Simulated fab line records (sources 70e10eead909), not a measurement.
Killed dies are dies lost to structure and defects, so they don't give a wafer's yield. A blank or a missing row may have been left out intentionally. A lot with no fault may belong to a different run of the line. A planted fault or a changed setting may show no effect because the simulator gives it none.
fab line records :: flow nandHarc
record:
  lots: 12
  wafers: 36
  lastDay: 24
route steps=1159 shown A_M1@1044 A_BONDPAD@1067 END@1159
lots that met no fault: taken from a fault-free run of the same line
startH: hours from the record's first day to the start of the lot's first wafer shown :: waitH: hours since the lot's step before :: " repeats the value in the row above :: L1.1+2: one row covering several wafers at once :: - no value present, or no start provided :: * or withheld: withheld :: < > ~ a bound
route shown NAME@n: names a module that has steps shown in the file, with the first one's number in the route :: usual: mean/standard deviation taken from wafers without a fault :: same: alike in all rows :: chamber/n: place in a boat :: sites: readings site by site :: _std_site: standard deviation across them :: _edge_site: mean of outer sites minus mean of inner sites :: radiusMm: how far each site lies from the wafer's centre :: mask NAME#n: copy n :: behind: tool/chamber where the wafer was last shaped :: hold: the reason the lot was held/the length of the hold in hours/how it ended :: device: transistor that didn't switch, given as n, p or np :: end of line: tests of these same wafers at the route's end :: a step given without rows: its recipe and nothing more :: killed: the dies lost at the first sort to structure and to defects; this is not the yield of the wafer :: map: a wafer's dies, marking killed ones x, the rest . and places with no die _
set.NAME: the run value of the setting; set.NAME@STEP: its run value at that earlier step :: model.NAME: the simulator's own value behind a step, which no gauge read
the route's steps for a sample of lots (tables are steps, rows are wafers)
services: when a tool's chamber went out of use (startH, in hours from the record's first day, below 0 if earlier), for how many hours, and the reason
== steps ==
step: NHARC_A_M1_ETCH_28
recipe:
  targetDepthA: 300
  overEtchFrac: 0.3
  timeS: 72.99
  ionEnergyEv: 150
  cf4FlowSccm: 50
  n2FlowSccm: 100
  arFlowSccm: 150
  rfW: 300
  biasW: 100
  chemistry: CF4/N2
usual:
  drypumpMotorCurrentA: 5.6/0.3
  mfcArSccm: 149.9/0.44
  oesProductAu: 1.002/0.0082
  rfVppV: 313.3/1.5
  showerheadPlenumPTorr: 2.58/0.078
  throttleValvePct: 19.795/0.01
lot.wafer: L570.1
tool: rieDiel-01
chamber: 3
startH: -
waitH: -
drypumpMotorCurrentA: 5.4
mfcArSccm: 149.7
oesProductAu: 1.012
rfHoursCounterH: 2.0
rfVppV: 312.5
showerheadPlenumPTorr: 2.56
throttleValvePct: 19.810

lot.wafer: L570.3
tool: rieDiel-01
chamber: 1
startH: -
waitH: -
drypumpMotorCurrentA: 5.5
mfcArSccm: 149.7
oesProductAu: 0.997
rfHoursCounterH: 1.6
rfVppV: 312.4
showerheadPlenumPTorr: 2.63
throttleValvePct: 19.790

lot.wafer: L570.2
tool: rieDiel-01
chamber: 2
startH: -
waitH: -
drypumpMotorCurrentA: 5.7
mfcArSccm: 150.2
oesProductAu: 0.999
rfHoursCounterH: 1.9
rfVppV: 314.4
showerheadPlenumPTorr: 2.60
throttleValvePct: 19.794

lot.wafer: L572.3
tool: rieDiel-06
chamber: 0
startH: -
waitH: -
drypumpMotorCurrentA: 6.3
mfcArSccm: 150.3
oesProductAu: 0.986
rfHoursCounterH: 7.4
rfVppV: 312.2
showerheadPlenumPTorr: 2.48
throttleValvePct: 19.788

lot.wafer: L572.5
tool: rieDiel-06
chamber: 1
startH: -
waitH: -
drypumpMotorCurrentA: 5.1
mfcArSccm: 150.7
oesProductAu: 1.006
rfHoursCounterH: -
rfVppV: 311.7
showerheadPlenumPTorr: 2.46
throttleValvePct: 19.805

lot.wafer: L572.6
tool: rieDiel-06
chamber: 2
startH: -
waitH: -
drypumpMotorCurrentA: 5.9
mfcArSccm: 149.4
oesProductAu: 1.001
rfHoursCounterH: -
rfVppV: 310.2
showerheadPlenumPTorr: 2.45
throttleValvePct: 19.798

lot.wafer: L575.3
tool: rieDiel-01
chamber: 0
startH: -
waitH: -
drypumpMotorCurrentA: 5.6
mfcArSccm: 149.8
oesProductAu: 0.997
rfHoursCounterH: 2.8
rfVppV: 312.0
showerheadPlenumPTorr: 2.49
throttleValvePct: 19.808

lot.wafer: L575.2
tool: rieDiel-01
chamber: 1
startH: -
waitH: -
drypumpMotorCurrentA: 5.5
mfcArSccm: 150.6
oesProductAu: 0.993
rfHoursCounterH: 2.6
rfVppV: 315.2
showerheadPlenumPTorr: 2.63
throttleValvePct: 19.792

lot.wafer: L575.4
tool: rieDiel-01
chamber: 2
startH: -
waitH: -
drypumpMotorCurrentA: 5.7
mfcArSccm: 149.8
oesProductAu: 1.004
rfHoursCounterH: 2.8
rfVppV: 314.0
showerheadPlenumPTorr: 2.60
throttleValvePct: 19.802

lot.wafer: L576.4
tool: rieDiel-03
chamber: 0
startH: -
waitH: -
drypumpMotorCurrentA: 6.1
mfcArSccm: 150.0
oesProductAu: 1.009
rfHoursCounterH: 2.0
rfVppV: 313.1
showerheadPlenumPTorr: 2.56
throttleValvePct: 19.827

lot.wafer: L576.2
tool: rieDiel-03
chamber: 1
startH: -
waitH: -
drypumpMotorCurrentA: 5.0
mfcArSccm: 149.9
oesProductAu: 1.009
rfHoursCounterH: 2.4
rfVppV: 315.5
showerheadPlenumPTorr: 2.73
throttleValvePct: 19.800

lot.wafer: L576.3
tool: rieDiel-03
chamber: 3
startH: -
waitH: -
drypumpMotorCurrentA: 6.1
mfcArSccm: 149.9
oesProductAu: 1.015
rfHoursCounterH: 1.7
rfVppV: 316.2
showerheadPlenumPTorr: 2.66
throttleValvePct: 19.795

lot.wafer: L577.4
tool: rieDiel-03
chamber: 1
startH: -
waitH: -
drypumpMotorCurrentA: 5.0
mfcArSccm: 150.4
oesProductAu: 1.008
rfHoursCounterH: 4.2
rfVppV: 315.4
showerheadPlenumPTorr: 2.73
throttleValvePct: 19.796

lot.wafer: L577.2
tool: rieDiel-03
chamber: 2
startH: -
waitH: -
drypumpMotorCurrentA: 5.8
mfcArSccm: 150.0
oesProductAu: 1.007
rfHoursCounterH: 3.5
rfVppV: 314.5
showerheadPlenumPTorr: 2.62
throttleValvePct: 19.790

lot.wafer: L577.1
tool: rieDiel-03
chamber: 3
startH: -
waitH: -
drypumpMotorCurrentA: 6.1
mfcArSccm: 149.1
oesProductAu: 1.010
rfHoursCounterH: 2.8
rfVppV: 315.2
showerheadPlenumPTorr: 2.66
throttleValvePct: 19.807

lot.wafer: L579.4
tool: rieDiel-01
chamber: 0
startH: -
waitH: -
drypumpMotorCurrentA: 5.5
mfcArSccm: 150.0
oesProductAu: 1.004
rfHoursCounterH: 3.7
rfVppV: 313.2
showerheadPlenumPTorr: 2.49
throttleValvePct: 19.780

lot.wafer: L579.2
tool: rieDiel-01
chamber: 1
startH: -
waitH: -
drypumpMotorCurrentA: 5.5
mfcArSccm: 150.0
oesProductAu: 0.988
rfHoursCounterH: 3.5
rfVppV: 314.8
showerheadPlenumPTorr: 2.62
throttleValvePct: 19.790

lot.wafer: L579.1
tool: rieDiel-01
chamber: 2
startH: -
waitH: -
drypumpMotorCurrentA: 5.7
mfcArSccm: 148.8
oesProductAu: 1.002
rfHoursCounterH: 3.6
rfVppV: 312.0
showerheadPlenumPTorr: 2.60
throttleValvePct: 19.823

lot.wafer: L578.2
tool: rieDiel-03
chamber: 3
startH: -
waitH: -
drypumpMotorCurrentA: 6.1
mfcArSccm: 150.1
oesProductAu: 1.005
rfHoursCounterH: 3.4
rfVppV: 313.6
showerheadPlenumPTorr: 2.66
throttleValvePct: 19.792

lot.wafer: L578.3
tool: rieDiel-03
chamber: 0
startH: -
waitH: -
drypumpMotorCurrentA: 6.1
mfcArSccm: 150.1
oesProductAu: 1.010
rfHoursCounterH: 4.7
rfVppV: 312.0
showerheadPlenumPTorr: 2.56
throttleValvePct: 19.806

lot.wafer: L578.4
tool: rieDiel-03
chamber: 1
startH: -
waitH: -
drypumpMotorCurrentA: 5.0
mfcArSccm: 150.2
oesProductAu: 1.011
rfHoursCounterH: 5.5
rfVppV: 315.1
showerheadPlenumPTorr: 2.73
throttleValvePct: 19.810

lot.wafer: L584.4
tool: rieDiel-03
chamber: 1
startH: -
waitH: -
drypumpMotorCurrentA: 5.0
mfcArSccm: 150.9
oesProductAu: 1.004
rfHoursCounterH: 7.7
rfVppV: 316.0
showerheadPlenumPTorr: 2.72
throttleValvePct: 19.783

lot.wafer: L584.2
tool: rieDiel-03
chamber: 2
startH: -
waitH: -
drypumpMotorCurrentA: 5.8
mfcArSccm: 149.6
oesProductAu: 0.996
rfHoursCounterH: 6.9
rfVppV: 314.0
showerheadPlenumPTorr: 2.62
throttleValvePct: 19.798

lot.wafer: L584.5
tool: rieDiel-03
chamber: 1
startH: -
waitH: -
drypumpMotorCurrentA: 5.0
mfcArSccm: 150.2
oesProductAu: 1.013
rfHoursCounterH: -
rfVppV: 316.3
showerheadPlenumPTorr: 2.72
throttleValvePct: 19.794

lot.wafer: L589.3
tool: rieDiel-06
chamber: 0
startH: -
waitH: -
drypumpMotorCurrentA: 6.3
mfcArSccm: 150.0
oesProductAu: 0.999
rfHoursCounterH: 6.5
rfVppV: 311.1
showerheadPlenumPTorr: 2.48
throttleValvePct: 19.782

lot.wafer: L589.4
tool: rieDiel-06
chamber: 1
startH: -
waitH: -
drypumpMotorCurrentA: 5.2
mfcArSccm: 149.6
oesProductAu: 0.993
rfHoursCounterH: 6.5
rfVppV: 311.1
showerheadPlenumPTorr: 2.46
throttleValvePct: 19.789

lot.wafer: L589.5
tool: rieDiel-06
chamber: 0
startH: -
waitH: -
drypumpMotorCurrentA: 6.3
mfcArSccm: 150.3
oesProductAu: 0.997
rfHoursCounterH: -
rfVppV: 311.9
showerheadPlenumPTorr: 2.48
throttleValvePct: 19.804

lot.wafer: L590.3
tool: rieDiel-01
chamber: 2
startH: -
waitH: -
drypumpMotorCurrentA: 5.7
mfcArSccm: 149.6
oesProductAu: 0.998
rfHoursCounterH: 0.8
rfVppV: 313.4
showerheadPlenumPTorr: 2.60
throttleValvePct: 19.803

lot.wafer: L590.4
tool: rieDiel-01
chamber: 0
startH: -
waitH: -
drypumpMotorCurrentA: 5.5
mfcArSccm: 149.8
oesProductAu: 1.008
rfHoursCounterH: 0.7
rfVppV: 313.3
showerheadPlenumPTorr: 2.49
throttleValvePct: 19.809

lot.wafer: L590.6
tool: rieDiel-01
chamber: 2
startH: -
waitH: -
drypumpMotorCurrentA: 5.7
mfcArSccm: 149.9
oesProductAu: 0.999
rfHoursCounterH: -
rfVppV: 313.1
showerheadPlenumPTorr: 2.60
throttleValvePct: 19.796

lot.wafer: L592.1
tool: rieDiel-03
chamber: 0
startH: -
waitH: -
drypumpMotorCurrentA: 6.1
mfcArSccm: 149.6
oesProductAu: 1.033
rfHoursCounterH: 10.2
rfVppV: 310.8
showerheadPlenumPTorr: 2.56
throttleValvePct: 19.799

lot.wafer: L592.4
tool: rieDiel-03
chamber: 1
startH: -
waitH: -
drypumpMotorCurrentA: 5.0
mfcArSccm: 150.2
oesProductAu: 1.010
rfHoursCounterH: 10.5
rfVppV: 315.7
showerheadPlenumPTorr: 2.72
throttleValvePct: 19.797

lot.wafer: L592.3
tool: rieDiel-03
chamber: 2
startH: -
waitH: -
drypumpMotorCurrentA: 5.8
mfcArSccm: 150.1
oesProductAu: 1.004
rfHoursCounterH: 9.2
rfVppV: 314.0
showerheadPlenumPTorr: 2.62
throttleValvePct: 19.804

lot.wafer: L593.1
tool: rieDiel-01
chamber: 2
startH: -
waitH: -
drypumpMotorCurrentA: 5.7
mfcArSccm: 149.4
oesProductAu: 0.998
rfHoursCounterH: 1.1
rfVppV: 313.7
showerheadPlenumPTorr: 2.60
throttleValvePct: 19.804

lot.wafer: L593.3
tool: rieDiel-01
chamber: 3
startH: -
waitH: -
drypumpMotorCurrentA: 5.4
mfcArSccm: 149.6
oesProductAu: 1.000
rfHoursCounterH: 1.1
rfVppV: 313.7
showerheadPlenumPTorr: 2.55
throttleValvePct: 19.784

lot.wafer: L593.4
tool: rieDiel-01
chamber: 1
startH: -
waitH: -
drypumpMotorCurrentA: 5.5
mfcArSccm: 150.0
oesProductAu: 0.990
rfHoursCounterH: 1.0
rfVppV: 313.7
showerheadPlenumPTorr: 2.62
throttleValvePct: 19.787
step: NHARC_A_M1_PRE_CLEAN_30
recipe:
  timeS: 30
  tempC: 280
  gas: H2/He
usual:
  heaterPowerW: 398/28
lot.wafer: L570.3
tool: pvdSputter-01
chamber: -
startH: -
waitH: -
heaterPowerW: 379

lot.wafer: L570.2
tool: pvdSputter-01
chamber: -
startH: -
waitH: -
heaterPowerW: 385

lot.wafer: L570.1
tool: pvdSputter-01
chamber: -
startH: -
waitH: -
heaterPowerW: 402

lot.wafer: L572.3
tool: pvdSputter-01
chamber: -
startH: -
waitH: -
heaterPowerW: 377

lot.wafer: L572.5
tool: pvdSputter-01
chamber: -
startH: -
waitH: -
heaterPowerW: 373

lot.wafer: L572.6
tool: pvdSputter-01
chamber: -
startH: -
waitH: -
heaterPowerW: 450

lot.wafer: L575.2
tool: pvdSputter-02
chamber: -
startH: -
waitH: -
heaterPowerW: 386

lot.wafer: L575.3
tool: pvdSputter-02
chamber: -
startH: -
waitH: -
heaterPowerW: 397

lot.wafer: L575.4
tool: pvdSputter-02
chamber: -
startH: -
waitH: -
heaterPowerW: 347

lot.wafer: L576.2
tool: pvdSputter-01
chamber: -
startH: -
waitH: -
heaterPowerW: 396

lot.wafer: L576.3
tool: pvdSputter-01
chamber: -
startH: -
waitH: -
heaterPowerW: 450

lot.wafer: L576.4
tool: pvdSputter-01
chamber: -
startH: -
waitH: -
heaterPowerW: 383

lot.wafer: L577.2
tool: pvdSputter-02
chamber: -
startH: -
waitH: -
heaterPowerW: 402

lot.wafer: L577.1
tool: pvdSputter-02
chamber: -
startH: -
waitH: -
heaterPowerW: 352

lot.wafer: L577.4
tool: pvdSputter-02
chamber: -
startH: -
waitH: -
heaterPowerW: 398

lot.wafer: L579.2
tool: pvdSputter-01
chamber: -
startH: -
waitH: -
heaterPowerW: 398

lot.wafer: L579.1
tool: pvdSputter-01
chamber: -
startH: -
waitH: -
heaterPowerW: 375

lot.wafer: L579.4
tool: pvdSputter-01
chamber: -
startH: -
waitH: -
heaterPowerW: 455

lot.wafer: L578.4
tool: pvdSputter-01
chamber: -
startH: -
waitH: -
heaterPowerW: 459

lot.wafer: L578.3
tool: pvdSputter-01
chamber: -
startH: -
waitH: -
heaterPowerW: 396

lot.wafer: L578.2
tool: pvdSputter-01
chamber: -
startH: -
waitH: -
heaterPowerW: 370

lot.wafer: L584.4
tool: pvdSputter-02
chamber: -
startH: -
waitH: -
heaterPowerW: 343

lot.wafer: L584.2
tool: pvdSputter-02
chamber: -
startH: -
waitH: -
heaterPowerW: 406

lot.wafer: L584.5
tool: pvdSputter-02
chamber: -
startH: -
waitH: -
heaterPowerW: 355

lot.wafer: L589.4
tool: pvdSputter-03
chamber: -
startH: -
waitH: -
heaterPowerW: 416

lot.wafer: L589.3
tool: pvdSputter-03
chamber: -
startH: -
waitH: -
heaterPowerW: 433

lot.wafer: L589.5
tool: pvdSputter-03
chamber: -
startH: -
waitH: -
heaterPowerW: 427

lot.wafer: L590.3
tool: pvdSputter-02
chamber: -
startH: -
waitH: -
heaterPowerW: 403

lot.wafer: L590.4
tool: pvdSputter-02
chamber: -
startH: -
waitH: -
heaterPowerW: 344

lot.wafer: L590.6
tool: pvdSputter-02
chamber: -
startH: -
waitH: -
heaterPowerW: 344

lot.wafer: L592.1
tool: pvdSputter-02
chamber: -
startH: -
waitH: -
heaterPowerW: 395

lot.wafer: L592.3
tool: pvdSputter-02
chamber: -
startH: -
waitH: -
heaterPowerW: 351

lot.wafer: L592.4
tool: pvdSputter-02
chamber: -
startH: -
waitH: -
heaterPowerW: 396

lot.wafer: L593.4
tool: pvdSputter-01
chamber: -
startH: -
waitH: -
heaterPowerW: 408

lot.wafer: L593.3
tool: pvdSputter-01
chamber: -
startH: -
waitH: -
heaterPowerW: 393

lot.wafer: L593.1
tool: pvdSputter-01
chamber: -
startH: -
waitH: -
heaterPowerW: 441
step: NHARC_A_M1_PVD_21
recipe:
  targetThkA: 300
  chamberPressurePa: 5
  powerW: 5000
  substrateTempC: 30
  timeS: 20.49
  material: Cu
usual:
  throttleValvePct: 29.8/0.98
lot.wafer: L570.2
tool: pvdSputter-01
chamber: -
startH: -
waitH: -
throttleValvePct: 29.6

lot.wafer: L570.1
tool: pvdSputter-01
chamber: -
startH: -
waitH: -
throttleValvePct: 29.3

lot.wafer: L570.3
tool: pvdSputter-01
chamber: -
startH: -
waitH: -
throttleValvePct: 28.4

lot.wafer: L572.3
tool: pvdSputter-01
chamber: -
startH: -
waitH: -
throttleValvePct: 29.4

lot.wafer: L572.5
tool: pvdSputter-01
chamber: -
startH: -
waitH: -
throttleValvePct: 28.9

lot.wafer: L572.6
tool: pvdSputter-01
chamber: -
startH: -
waitH: -
throttleValvePct: 28.0

lot.wafer: L575.2
tool: pvdSputter-02
chamber: -
startH: -
waitH: -
throttleValvePct: 30.9

lot.wafer: L575.4
tool: pvdSputter-02
chamber: -
startH: -
waitH: -
throttleValvePct: 30.1

lot.wafer: L575.3
tool: pvdSputter-02
chamber: -
startH: -
waitH: -
throttleValvePct: 30.6

lot.wafer: L576.2
tool: pvdSputter-01
chamber: -
startH: -
waitH: -
throttleValvePct: 28.5

lot.wafer: L576.4
tool: pvdSputter-01
chamber: -
startH: -
waitH: -
throttleValvePct: 30.1

lot.wafer: L576.3
tool: pvdSputter-01
chamber: -
startH: -
waitH: -
throttleValvePct: 29.6

lot.wafer: L577.1
tool: pvdSputter-02
chamber: -
startH: -
waitH: -
throttleValvePct: 30.0

lot.wafer: L577.2
tool: pvdSputter-02
chamber: -
startH: -
waitH: -
throttleValvePct: 30.8

lot.wafer: L577.4
tool: pvdSputter-02
chamber: -
startH: -
waitH: -
throttleValvePct: 30.2

lot.wafer: L579.1
tool: pvdSputter-01
chamber: -
startH: -
waitH: -
throttleValvePct: 30.1

lot.wafer: L579.2
tool: pvdSputter-01
chamber: -
startH: -
waitH: -
throttleValvePct: 29.7

lot.wafer: L579.4
tool: pvdSputter-01
chamber: -
startH: -
waitH: -
throttleValvePct: 27.8

lot.wafer: L578.2
tool: pvdSputter-01
chamber: -
startH: -
waitH: -
throttleValvePct: 30.1

lot.wafer: L578.3
tool: pvdSputter-01
chamber: -
startH: -
waitH: -
throttleValvePct: 29.7

lot.wafer: L578.4
tool: pvdSputter-01
chamber: -
startH: -
waitH: -
throttleValvePct: 28.0

lot.wafer: L584.4
tool: pvdSputter-02
chamber: -
startH: -
waitH: -
throttleValvePct: 29.9

lot.wafer: L584.2
tool: pvdSputter-02
chamber: -
startH: -
waitH: -
throttleValvePct: 30.5

lot.wafer: L584.5
tool: pvdSputter-02
chamber: -
startH: -
waitH: -
throttleValvePct: 30.5

lot.wafer: L589.3
tool: pvdSputter-03
chamber: -
startH: -
waitH: -
throttleValvePct: 28.1

lot.wafer: L589.4
tool: pvdSputter-03
chamber: -
startH: -
waitH: -
throttleValvePct: 31.7

lot.wafer: L589.5
tool: pvdSputter-03
chamber: -
startH: -
waitH: -
throttleValvePct: 31.6

lot.wafer: L590.4
tool: pvdSputter-02
chamber: -
startH: -
waitH: -
throttleValvePct: 30.4

lot.wafer: L590.3
tool: pvdSputter-02
chamber: -
startH: -
waitH: -
throttleValvePct: 30.0

lot.wafer: L590.6
tool: pvdSputter-02
chamber: -
startH: -
waitH: -
throttleValvePct: 30.5

lot.wafer: L592.1
tool: pvdSputter-02
chamber: -
startH: -
waitH: -
throttleValvePct: 30.2

lot.wafer: L592.4
tool: pvdSputter-02
chamber: -
startH: -
waitH: -
throttleValvePct: 30.6

lot.wafer: L592.3
tool: pvdSputter-02
chamber: -
startH: -
waitH: -
throttleValvePct: 30.4

lot.wafer: L593.3
tool: pvdSputter-01
chamber: -
startH: -
waitH: -
throttleValvePct: 30.9

lot.wafer: L593.1
tool: pvdSputter-01
chamber: -
startH: -
waitH: -
throttleValvePct: 29.7

lot.wafer: L593.4
tool: pvdSputter-01
chamber: -
startH: -
waitH: -
throttleValvePct: 27.7
step: NHARC_A_BONDPAD_SOFTBAKE_04
recipe:
  tempC: 125
  timeS: 70
usual:
  heaterPowerTotalW: 200.7/1.4
lot.wafer: L570.1
tool: lithoTrack-02
chamber: 0
startH: 393
waitH: -
heaterPowerTotalW: 201.3

lot.wafer: L570.2
tool: lithoTrack-02
chamber: 0
startH: 393
waitH: -
heaterPowerTotalW: 199.6

lot.wafer: L570.3
tool: lithoTrack-02
chamber: 0
startH: 393
waitH: -
heaterPowerTotalW: 202.7

lot.wafer: L572.3
tool: lithoTrack-03
chamber: 0
startH: 415
waitH: -
heaterPowerTotalW: 199.7

lot.wafer: L572.5
tool: lithoTrack-03
chamber: 0
startH: 415
waitH: -
heaterPowerTotalW: 199.0

lot.wafer: L572.6
tool: lithoTrack-03
chamber: 0
startH: 415
waitH: -
heaterPowerTotalW: 199.5

lot.wafer: L575.2
tool: lithoTrack-03
chamber: 0
startH: 426
waitH: -
heaterPowerTotalW: 199.1

lot.wafer: L575.3
tool: lithoTrack-03
chamber: 0
startH: 426
waitH: -
heaterPowerTotalW: 200.4

lot.wafer: L575.4
tool: lithoTrack-03
chamber: 0
startH: 426
waitH: -
heaterPowerTotalW: 198.8

lot.wafer: L576.2
tool: lithoTrack-03
chamber: 0
startH: 431
waitH: -
heaterPowerTotalW: 201.8

lot.wafer: L576.3
tool: lithoTrack-03
chamber: 0
startH: 431
waitH: -
heaterPowerTotalW: 199.0

lot.wafer: L576.4
tool: lithoTrack-03
chamber: 0
startH: 431
waitH: -
heaterPowerTotalW: 199.0

lot.wafer: L577.1
tool: lithoTrack-03
chamber: 0
startH: 438
waitH: -
heaterPowerTotalW: 202.1

lot.wafer: L577.2
tool: lithoTrack-03
chamber: 0
startH: 438
waitH: -
heaterPowerTotalW: 202.5

lot.wafer: L577.4
tool: lithoTrack-03
chamber: 0
startH: 438
waitH: -
heaterPowerTotalW: 201.4

lot.wafer: L579.1
tool: lithoTrack-02
chamber: 0
startH: 463
waitH: -
heaterPowerTotalW: 202.4

lot.wafer: L579.2
tool: lithoTrack-02
chamber: 0
startH: 463
waitH: -
heaterPowerTotalW: 200.1

lot.wafer: L579.4
tool: lithoTrack-02
chamber: 0
startH: 463
waitH: -
heaterPowerTotalW: 199.6

lot.wafer: L578.2
tool: lithoTrack-05
chamber: 0
startH: 464
waitH: -
heaterPowerTotalW: 202.7

lot.wafer: L578.3
tool: lithoTrack-05
chamber: 0
startH: 464
waitH: -
heaterPowerTotalW: 202.6

lot.wafer: L578.4
tool: lithoTrack-05
chamber: 0
startH: 464
waitH: -
heaterPowerTotalW: 202.3

lot.wafer: L584.2
tool: lithoTrack-02
chamber: 0
startH: 495
waitH: -
heaterPowerTotalW: 250.3

lot.wafer: L584.4
tool: lithoTrack-02
chamber: 0
startH: 495
waitH: -
heaterPowerTotalW: 249.4

lot.wafer: L584.5
tool: lithoTrack-02
chamber: 0
startH: 495
waitH: -
heaterPowerTotalW: 199.0

lot.wafer: L589.3
tool: lithoTrack-05
chamber: 0
startH: 515
waitH: -
heaterPowerTotalW: 202.4

lot.wafer: L589.4
tool: lithoTrack-05
chamber: 0
startH: 515
waitH: -
heaterPowerTotalW: 200.0

lot.wafer: L589.5
tool: lithoTrack-05
chamber: 0
startH: 515
waitH: -
heaterPowerTotalW: 202.5

lot.wafer: L590.3
tool: lithoTrack-03
chamber: 0
startH: 525
waitH: -
heaterPowerTotalW: 199.2

lot.wafer: L590.4
tool: lithoTrack-03
chamber: 0
startH: 525
waitH: -
heaterPowerTotalW: 199.3

lot.wafer: L590.6
tool: lithoTrack-03
chamber: 0
startH: 525
waitH: -
heaterPowerTotalW: 202.7

lot.wafer: L592.1
tool: lithoTrack-05
chamber: 0
startH: 537
waitH: -
heaterPowerTotalW: 201.9

lot.wafer: L592.3
tool: lithoTrack-05
chamber: 0
startH: 537
waitH: -
heaterPowerTotalW: 201.4

lot.wafer: L592.4
tool: lithoTrack-05
chamber: 0
startH: 537
waitH: -
heaterPowerTotalW: 201.0

lot.wafer: L593.1
tool: lithoTrack-03
chamber: 0
startH: 539
waitH: -
heaterPowerTotalW: 199.1

lot.wafer: L593.3
tool: lithoTrack-03
chamber: 0
startH: 539
waitH: -
heaterPowerTotalW: 199.4

lot.wafer: L593.4
tool: lithoTrack-03
chamber: 0
startH: 539
waitH: -
heaterPowerTotalW: 199.1
step: NHARC_END_SORT_01
recipe:
  tempC: 25
usual:
  defectLimitedYield: 95.4/1.4
  killedAtArray: 27/10
  killedAtOther: 0.6/1
  killedAtPeriphery: 3.4/2.7
  killedDies: 31/9.7
  killedOpen: 3.4/1.7
  killedShort: 2.2/1.5
  sort_bin_2_pct: 1.4/0.57
  sort_bin_3_pct: 0.25/0.23
  sort_bin_4_pct: 3.0/0.94
  sortNPass: 646/9.7
  sortRimYieldPct: 95.3/3
  sortYieldPct: 95.4/1.4
same:
  grossDies: 677
  sort_bin_5_pct[%]: 0
  sort_bin_6_pct[%]: 0
  sort_bin_7_pct[%]: 0
  sort_bin_8_pct[%]: 0
  sortRimNGross: 106.00
lot.wafer: L584.2
tool: prober-02
chamber: 0
startH: 527.06
waitH: 2.8
defectLimitedYield[%]: 95.1
killedAtArray: 30
killedAtOther: 1
killedAtPeriphery: 2
killedDies: 33
killedOpen: 4
killedShort: 1
sort_bin_2_pct[%]: 1.0
sort_bin_3_pct[%]: 0.89
sort_bin_4_pct[%]: 3.0
sortNPass: 644
sortRimYieldPct[%]: 93.4
sortYieldPct[%]: 95.1

lot.wafer: L584.4
tool: prober-02
chamber: 0
startH: 528.66
waitH: 3.4
defectLimitedYield[%]: 96.6
killedAtArray: 21
killedAtOther: 0
killedAtPeriphery: 2
killedDies: 23
killedOpen: 2
killedShort: 1
sort_bin_2_pct[%]: 1.0
sort_bin_3_pct[%]: 0.15
sort_bin_4_pct[%]: 2.2
sortNPass: 654
sortRimYieldPct[%]: 91.5
sortYieldPct[%]: 96.6

lot.wafer: L584.5
tool: prober-02
chamber: 0
startH: 529.45
waitH: 3.7
defectLimitedYield[%]: 94.2
killedAtArray: 38
killedAtOther: 0
killedAtPeriphery: 1
killedDies: 39
killedOpen: 7
killedShort: 3
sort_bin_2_pct[%]: 1.6
sort_bin_3_pct[%]: 0.15
sort_bin_4_pct[%]: 4.0
sortNPass: 638
sortRimYieldPct[%]: 96.2
sortYieldPct[%]: 94.2
killed by level:class
L584.2 A_SLIT:chamberFilmFlake=10 A_STAIRCASE:chamberFilmFlake=10 A_CHANNEL_HOLE_D1:chamberFilmFlake=5 A_CONTACT:geometricParticle:open=3 P_CONTACT:geometricParticle:open=1 A_ONON_D1:geometricParticle:short=1 P_ZERO_WELL:chamberFilmFlake=1 A_CONTACT:chamberFilmFlake=1
L584.4 A_SLIT:chamberFilmFlake=8 A_CHANNEL_HOLE_D1:chamberFilmFlake=4 A_STAIRCASE:chamberFilmFlake=3 A_CONTACT:chamberFilmFlake=3 P_CONTACT:geometricParticle:open=1 A_CHANNEL_FILL_D1:geometricParticle:open=1 A_WL_FILL:geometricParticle:short=1 P_GATE:chamberFilmFlake=1
L584.5 A_SLIT:chamberFilmFlake=13 A_CHANNEL_HOLE_D1:chamberFilmFlake=6 A_STAIRCASE:chamberFilmFlake=4 A_CONTACT:geometricParticle:open=3 A_WL_FILL:chamberFilmFlake=3 A_CONTACT:chamberFilmFlake=3 A_CHANNEL_FILL_D1:geometricParticle:short=2 P_M0:geometricParticle:open=1
== services ==
tool: rieDiel-03
chamber: 0
startH: 371.40
hours: -
kind: clean

tool: rieDiel-03
chamber: 1
startH: 371.40
hours: -
kind: clean

tool: rieDiel-03
chamber: 2
startH: 371.40
hours: -
kind: clean

tool: rieDiel-03
chamber: 3
startH: 371.40
hours: -
kind: clean

tool: rieDiel-01
chamber: 0
startH: 372.80
hours: -
kind: clean

tool: rieDiel-01
chamber: 1
startH: 372.80
hours: -
kind: clean

tool: rieDiel-06
chamber: 1
startH: 377.70
hours: 8.1
kind: repair

tool: lithoTrack-03
chamber: -
startH: 388.00
hours: 7.0
kind: pm

tool: pvdSputter-03
chamber: -
startH: 390.24
hours: 1.1
kind: repair

tool: pvdSputter-02
chamber: -
startH: 392.00
hours: 10.0
kind: pm

tool: rieDiel-03
chamber: -
startH: 392.40
hours: 9.0
kind: pm

tool: pvdSputter-03
chamber: -
startH: 408.89
hours: 3.2
kind: repair

tool: lithoTrack-05
chamber: -
startH: 412.00
hours: 7.0
kind: pm

tool: rieDiel-06
chamber: -
startH: 418.25
hours: 9.0
kind: pm

tool: pvdSputter-03
chamber: -
startH: 428.79
hours: 1.3
kind: repair

tool: pvdSputter-01
chamber: -
startH: 433.13
hours: 3.4
kind: repair

tool: rieDiel-03
chamber: 3
startH: 440.27
hours: 8.7
kind: repair

tool: pvdSputter-01
chamber: -
startH: 450.94
hours: 5.8
kind: repair

tool: pvdSputter-03
chamber: -
startH: 458.00
hours: 10.0
kind: pm

tool: rieDiel-01
chamber: -
startH: 491.80
hours: 9.0
kind: pm

tool: pvdSputter-03
chamber: -
startH: 494.36
hours: 1.8
kind: repair

tool: pvdSputter-01
chamber: -
startH: 514.05
hours: 10.0
kind: pm

tool: lithoTrack-02
chamber: -
startH: 515.00
hours: 7.0
kind: pm

tool: pvdSputter-03
chamber: -
startH: 528.21
hours: 18.2
kind: repair
== key ==
firstSign:
  step: NHARC_A_BONDPAD_SOFTBAKE_04
  reading: heaterPowerTotalW
  direction: up
  sigmas: 36
  usual: *
  struck: *
effect none on later readings
metAt NHARC_A_BONDPAD_SOFTBAKE_04
struckLots L584
struckWafers L584.2,L584.4
notActingAt NHARC_A_M1_ETCH_28,NHARC_A_M1_PRE_CLEAN_30,NHARC_A_M1_PVD_21
onsetBetween 463 495
fault:
  kind: processParameterDrift
  tool: lithoTrack-02
  chamber: -
  onsetH: 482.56
  steps: NHARC_A_BONDPAD_SOFTBAKE_04
  channel: timeS
  offset: *
  shape: step
  endH: 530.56
  scope: struckWafersOnly
  actsIn: *
  stated: *
